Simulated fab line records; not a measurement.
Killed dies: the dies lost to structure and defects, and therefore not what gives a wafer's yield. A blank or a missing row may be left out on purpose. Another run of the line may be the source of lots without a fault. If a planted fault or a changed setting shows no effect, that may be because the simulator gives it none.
fab line records    flow nandHarc
record lots=11  wafers=33  lastDay=24
route steps=1159 shown A_BLC@980 A_M0@1002 END@1159
lots that met no fault: taken from a fault-free run of the same line
startH: start of the lot's first displayed wafer, in hours after the record's first day    waitH: how many hours have passed since the lot's step before this one    " the same as in the row above    L1.1+2: a single row standing in for several wafers    - value missing, or start not given    * or withheld: withheld    < > ~ a bound
route shown NAME@n: names a module that has steps shown in the file, with the first one's number in the route    usual: mean and standard deviation over wafers with no fault    same: alike in all rows    chamber/n: place in a boat    sites: per-site readings    _std_site: the values' standard deviation    _edge_site: outer sites' mean less inner sites'    radiusMm: how far each site lies from the wafer's centre    mask NAME#n: copy n    behind: the tool/chamber that last shaped the wafer    hold: cause of the lot's hold/its duration in hours/its outcome    device: whichever transistor did not switch (one of n, p or np)    end of line: tests run on the same wafers once the route is complete    a step with no rows: only its recipe    killed: dies that structure and defects cost at the first sort, which is not the same as the wafer's yield    map: dies across one wafer; x = killed, . = not, _ = none there
set.NAME: setting as actually run; set.NAME@STEP: the setting as run at that earlier step    model.NAME: the simulator's own value behind a step, which no gauge read
the route's steps for a sample of lots (tables are steps, rows are wafers)
services: when a tool's chamber went out of use (startH, in hours from the record's first day, below 0 if earlier), for how many hours, and the reason
## steps
# step NHARC_A_BLC_ETCH_18
# recipe targetDepthA=9100  c4f8FlowSccm=20  o2FlowSccm=10  arFlowSccm=withheld  rfW=600  biasW=1500  chemistry=C4F8/O2/Ar
# usual oesProductAu=0.952/0.021  rfVppV=979/6.1
lot.wafer  tool        chamber  startH  waitH  oesProductAu  rfHoursCounterH  rfVppV
L832.2     rieDiel-01  3        -       -      0.952         7                985
L832.3     "           0        "       "      0.994         7                975
L832.5     "           3        "       "      0.954         -                985
L833.3     rieDiel-13  3        -       -      0.960         12               981
L833.4     "           0        "       "      0.959         13               985
L833.2     "           1        "       "      0.977         13               972
L834.4     rieDiel-01  2        -       -      0.958         9                972
L834.6     "           0        "       "      0.976         -                975
L834.5     "           1        "       "      0.961         -                987
L836.2     rieDiel-01  0        -       -      0.992         9                976
L836.3     "           3        "       "      0.942         9                984
L836.6     "           1        "       "      0.975         -                987
L840.3     rieDiel-01  2        -       -      0.915         12               969
L840.5     "           0        "       "      0.939         -                975
L840.6     "           1        "       "      0.924         -                987
L843.2     rieDiel-01  1        -       -      0.981         13               986
L843.3     "           2        "       "      0.958         13               971
L843.4     "           0        "       "      0.978         12               975
L841.1     rieDiel-01  0        -       -      0.932         12               976
L841.6     "           1        "       "      0.923         -                986
L841.5     "           2        "       "      0.908         -                968
L844.2     rieDiel-04  2        -       -      0.939         59               975
L844.1     "           0        "       "      0.922         59               982
L844.4     "           1        "       "      0.931         55               967
L845.4     rieDiel-13  1        -       -      0.969         0                973
L845.1     "           0        "       "      0.990         0                986
L845.5     "           1        "       "      0.959         -                971
L850.2     rieDiel-13  0        -       -      0.975         4                986
L850.1     "           1        "       "      0.970         4                971
L850.5     "           3        "       "      0.962         -                980
L855.3     rieDiel-01  3        -       -      0.972         2                985
L855.6     "           3        "       "      0.964         -                985
L855.5     "           0        "       "      0.961         -                974
# step NHARC_A_BLC_CVD_24
# recipe targetThkA=1500  tempC=300  pressureTorr=40  wf6FlowSccm=40  h2FlowSccm=1600  arFlowSccm=1560  timeS=434  material=W
# usual heaterPowerOuterW=275/15  heaterPowerW=495/26  throttleValvePct=7.90/0.25
# same timeS=434
lot.wafer  tool     chamber  startH  waitH  heaterPowerOuterW  heaterPowerW  throttleValvePct
L832.2     cvdW-01  0        -       -      258                512           7.74
L832.3     "        1        "       "      264                464           7.84
L832.5     "        0        "       "      260                496           7.80
L833.2     cvdW-02  0        -       -      290                519           8.08
L833.3     "        1        "       "      280                505           8.08
L833.4     "        0        "       "      296                520           7.52
L834.4     cvdW-01  1        -       -      269                452           7.98
L834.6     "        1        "       "      269                449           7.95
L834.5     "        0        "       "      262                507           7.99
L836.2     cvdW-01  0        -       -      252                499           7.64
L836.3     "        1        "       "      270                476           8.06
L836.6     "        1        "       "      264                455           8.21
L840.3     cvdW-02  0        -       -      297                511           7.48
L840.5     "        0        "       "      302                530           7.73
L840.6     "        1        "       "      280                486           8.00
L843.2     cvdW-01  0        -       -      267                499           7.71
L843.3     "        1        "       "      271                472           8.36
L843.4     "        0        "       "      255                501           7.62
L841.1     cvdW-02  0        -       -      294                508           7.74
L841.5     "        0        "       "      300                521           7.93
L841.6     "        1        "       "      280                508           7.92
L844.1     cvdW-01  1        -       -      268                453           8.23
L844.2     "        0        "       "      265                504           7.86
L844.4     "        1        "       "      272                468           8.30
L845.1     cvdW-02  1        -       -      279                501           8.25
L845.4     "        1        "       "      282                494           8.01
L845.5     "        1        "       "      278                504           8.10
L850.1     cvdW-01  0        -       -      262                497           7.69
L850.2     "        1        "       "      256                445           8.23
L850.5     "        1        "       "      262                433           8.18
L855.3     cvdW-02  1        -       -      285                494           7.85
L855.6     "        1        "       "      280                505           8.18
L855.5     "        0        "       "      299                511           8.02
# step NHARC_A_M0_PEB_07
# recipe pebTempC=100  pebTimeS=65
lot.wafer   tool           chamber  startH  waitH
L832.2+3+5  lithoTrack-04  0        400.12  0.1
L833.2+3+4  lithoTrack-01  0        404.89  0.1
L834.4+5+6  lithoTrack-01  0        406.05  0.0
L836.2+3+6  lithoTrack-06  0        417.57  0.1
L840.3+5+6  lithoTrack-01  0        436.30  0.0
L843.2+3+4  lithoTrack-06  0        445.55  0.1
L841.1+5+6  lithoTrack-04  0        452.09  0.1
L844.1+2+4  lithoTrack-01  0        462.63  0.1
L845.1+4+5  lithoTrack-06  0        465.85  0.1
L850.1+2+5  lithoTrack-06  0        507.23  0.1
L855.3+5+6  lithoTrack-06  0        532.16  0.0
# step NHARC_A_M0_CD_MEAS_09
# recipe targetCdNm=80  landingEnergyEv=500
# usual cdNm=80.3/0.76
lot.wafer  tool      chamber  startH  waitH  cdNm
L832.2     cdSem-03  0        400.20  -      80.5
L832.3     "         0        "       "      79.5
L832.5     "         0        "       "      78.9
L833.2     cdSem-03  0        404.97  -      80.6
L833.3     "         0        "       "      80.4
L833.4     "         0        "       "      80.0
L834.4     cdSem-02  0        406.14  -      79.4
L834.5     "         0        "       "      79.8
L834.6     "         0        "       "      80.6
L836.2     cdSem-02  0        417.65  -      80.9
L836.3     "         0        "       "      80.3
L836.6     "         0        "       "      81.2
L840.3     cdSem-01  0        436.38  -      80.4
L840.5     "         0        "       "      81.3
L840.6     "         0        "       "      81.8
L843.2     cdSem-02  0        445.63  -      80.6
L843.3     "         0        "       "      80.6
L843.4     "         0        "       "      79.8
L841.1     cdSem-01  0        452.17  -      81.2
L841.5     "         0        "       "      79.9
L841.6     "         0        "       "      79.3
L844.1     cdSem-03  0        462.71  -      78.0
L844.2     "         0        "       "      79.3
L844.4     "         0        "       "      79.0
L845.1     cdSem-02  0        465.93  -      80.7
L845.4     "         0        "       "      81.5
L845.5     "         0        "       "      80.7
L850.1     cdSem-02  0        507.31  -      92.4
L850.2     "         0        "       "      93.3
L850.5     "         0        "       "      92.2
L855.3     cdSem-01  0        532.24  -      93.2
L855.5     "         0        "       "      93.5
L855.6     "         0        "       "      93.9
# step NHARC_A_M0_ETCH_34
# recipe targetDepthA=400  overetchA=120  timeS=43.94  ionEnergyEv=200  n2FlowSccm=150  h2FlowSccm=150  arFlowSccm=0  rfW=400  biasW=150  chemistry=N2/H2
# usual drypumpMotorCurrentA=5.6/0.44  oesProductAu=0.997/0.01  rfVppV=429.1/2.3  showerheadPlenumPTorr=1.99/0.076  throttleValvePct=14.171/0.0086
# same timeS=43.94
lot.wafer  tool        chamber  startH  waitH  drypumpMotorCurrentA  oesProductAu  rfHoursCounterH  rfVppV  showerheadPlenumPTorr  throttleValvePct
L832.2     rieDiel-12  3        400.47  0.1    5.8                   0.988         0.7              428.1   1.97                   14.181
L832.3     "           2        "       "      5.6                   0.998         0.5              430.1   2.04                   14.159
L832.5     "           3        "       "      5.8                   0.982         -                429.3   1.97                   14.171
L833.4     rieDiel-11  0        405.24  0.1    4.7                   1.020         2.6              429.0   1.93                   14.171
L833.2     "           1        "       "      5.0                   0.998         2.4              432.4   2.18                   14.152
L833.3     "           2        "       "      6.2                   0.991         2.0              427.8   1.93                   14.169
L834.4     rieDiel-11  0        406.41  0.1    4.7                   1.017         2.8              428.2   1.93                   14.173
L834.6     "           0        "       "      4.7                   1.015         -                428.9   1.93                   14.175
L834.5     "           1        "       "      5.0                   1.001         -                436.0   2.18                   14.169
L836.3     rieDiel-11  1        417.92  0.1    5.0                   0.993         3.1              433.9   2.18                   14.176
L836.2     "           3        "       "      5.6                   0.995         2.4              430.1   2.07                   14.165
L836.6     "           1        "       "      5.0                   0.986         -                432.8   2.18                   14.172
L840.3     rieDiel-12  3        436.67  0.1    5.8                   0.979         4.5              428.7   1.97                   14.172
L840.6     "           0        "       "      5.7                   0.982         -                428.2   1.95                   14.173
L840.5     "           1        "       "      5.7                   0.992         -                425.9   1.89                   14.168
L843.4     rieDiel-12  2        445.92  0.1    5.6                   1.010         4.5              431.3   2.04                   14.172
L843.2     "           3        "       "      5.8                   0.993         4.9              427.6   1.97                   14.176
L843.3     "           0        "       "      5.8                   1.000         4.0              427.3   1.95                   14.170
L841.1     rieDiel-03  2        452.46  0.1    6.4                   0.988         4.0              425.0   1.89                   14.171
L841.5     "           3        "       "      5.0                   1.003         -                427.0   1.93                   14.176
L841.6     "           0        "       "      5.9                   0.979         -                430.3   2.01                   14.174
L844.4     rieDiel-03  0        462.98  0.1    5.9                   0.988         5.1              428.9   2.01                   14.191
L844.2     "           1        "       "      5.5                   1.006         5.2              431.4   2.07                   14.170
L844.1     "           3        "       "      5.0                   0.992         5.3              427.3   1.93                   14.180
L845.1     rieDiel-12  3        466.21  0.1    5.8                   0.991         6.5              429.4   1.97                   14.173
L845.4     "           0        "       "      5.8                   1.003         5.4              426.5   1.95                   14.165
L845.5     "           3        "       "      5.8                   0.993         -                429.9   1.97                   14.162
L850.2     rieDiel-03  1        507.59  0.1    5.5                   1.007         8.4              430.3   2.06                   14.172
L850.1     "           3        "       "      5.0                   1.004         8.6              426.8   1.93                   14.185
L850.5     "           1        "       "      5.5                   1.019         -                432.0   2.07                   14.164
L855.3     rieDiel-03  0        532.51  0.1    5.9                   0.984         10.3             429.3   2.01                   14.174
L855.5     "           3        "       "      5.0                   1.002         -                429.3   1.93                   14.178
L855.6     "           0        "       "      5.9                   0.992         -                429.4   2.01                   14.178
# step NHARC_END_SORT_01
# recipe tempC=25
# usual defectLimitedYield=95.3/1.6  killedAtArray=27/12  killedAtOther=0.8/1  killedAtPeriphery=4.0/2.5  killedDies=32/11  killedOpen=3.3/1.8  killedShort=2.0/1.5  sort_bin_2_pct=1.5/0.59  sort_bin_3_pct=0.27/0.22  sort_bin_4_pct=3.0/1.1  sortNPass=645/11  sortRimYieldPct=95.6/2.7  sortYieldPct=95.3/1.6
# same grossDies=677  sort_bin_5_pct[%]=0  sort_bin_6_pct[%]=0  sort_bin_7_pct[%]=0  sort_bin_8_pct[%]=0  sortRimNGross=106.00
lot.wafer  tool       chamber  startH  waitH  defectLimitedYield[%]  killedAtArray  killedAtOther  killedAtPeriphery  killedDies  killedOpen  killedShort  sort_bin_2_pct[%]  sort_bin_3_pct[%]  sort_bin_4_pct[%]  sortNPass  sortRimYieldPct[%]  sortYieldPct[%]
L850.1     prober-01  0        551.74  2.5    93.6                   42             0              1                  43          3           1            2.5                0.44               3.4                634        95.3                93.6
L850.2     prober-01  0        552.55  2.8    93.6                   41             0              2                  43          4           2            1.2                0.30               4.9                634        94.3                93.6
L850.5     prober-01  0        554.95  3.7    92.2                   52             0              1                  53          2           4            2.5                0                  5.3                624        90.6                92.2
# killed by level:class
L850.1 A_CHANNEL_HOLE_D1:chamberFilmFlake=17 A_SLIT:chamberFilmFlake=14 A_CONTACT:chamberFilmFlake=3 A_STAIRCASE:chamberFilmFlake=2 P_GATE:geometricParticle:open=1 A_CHANNEL_FILL_D1:geometricParticle:short=1 A_CHANNEL_FILL_D1:geometricParticle:open=1 A_CONTACT:geometricParticle:open=1
L850.2 A_CHANNEL_HOLE_D1:chamberFilmFlake=16 A_SLIT:chamberFilmFlake=16 A_CONTACT:geometricParticle:open=2 A_STAIRCASE:chamberFilmFlake=2 A_BLC:chamberFilmFlake=2 P_CONTACT:geometricParticle:open=1 A_ONON_D1:geometricParticle:short=1 A_SGD_CUT:geometricParticle:short=1
L850.5 A_CHANNEL_HOLE_D1:chamberFilmFlake=19 A_SLIT:chamberFilmFlake=14 A_CONTACT:chamberFilmFlake=7 A_BLC:chamberFilmFlake=3 A_CHANNEL_HOLE_D1:geometricParticle:short=2 A_STAIRCASE:chamberFilmFlake=2 A_CHANNEL_HOLE_D1:geometricParticle:open=1 A_SGD_CUT:geometricParticle:open=1
## services
tool           chamber  startH  hours  kind
cvdW-02        1        372.23  8.5    repair
rieDiel-01     0        372.84  -      clean
rieDiel-01     1        372.84  -      clean
cvdW-02        -        376.97  13.0   pm
rieDiel-12     0        377.04  5.5    repair
rieDiel-03     2        381.00  8.3    repair
rieDiel-12     -        381.29  9.0    pm
rieDiel-03     -        392.33  9.0    pm
rieDiel-11     -        400.73  0.2    repair
rieDiel-03     0        402.85  3.0    repair
rieDiel-11     1        407.61  1.2    repair
rieDiel-11     3        413.71  2.8    repair
rieDiel-13     2        415.22  14.8   repair
rieDiel-11     0        419.63  6.9    repair
lithoTrack-01  -        443.01  7.0    pm
rieDiel-13     -        453.00  9.0    pm
rieDiel-11     3        454.92  3.6    repair
rieDiel-04     -        465.90  9.0    pm
lithoTrack-06  -        467.00  7.0    pm
cvdW-01        -        473.72  13.0   pm
lithoTrack-04  -        491.00  7.0    pm
rieDiel-01     -        491.89  9.0    pm
rieDiel-12     1        516.28  3.6    repair
rieDiel-04     0        528.94  4.9    repair
## key
firstSign step=NHARC_A_M0_CD_MEAS_09  reading=cdNm  direction=up  sigmas=17  usual=80.3  struck=93.1
effect none on later readings
metAt NHARC_A_M0_PEB_07
struckLots L850,L855
notActingAt NHARC_A_BLC_ETCH_18,NHARC_A_BLC_CVD_24,NHARC_A_M0_ETCH_34
onsetBetween 465.85 507.23
alsoFits time
fault kind=processParameterDrift  tool=lithoTrack-06  chamber=-  onsetH=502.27  steps=NHARC_A_M0_PEB_07  channel=pebTimeS  offset=*  shape=step  endH=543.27  actsIn=*  stated=*
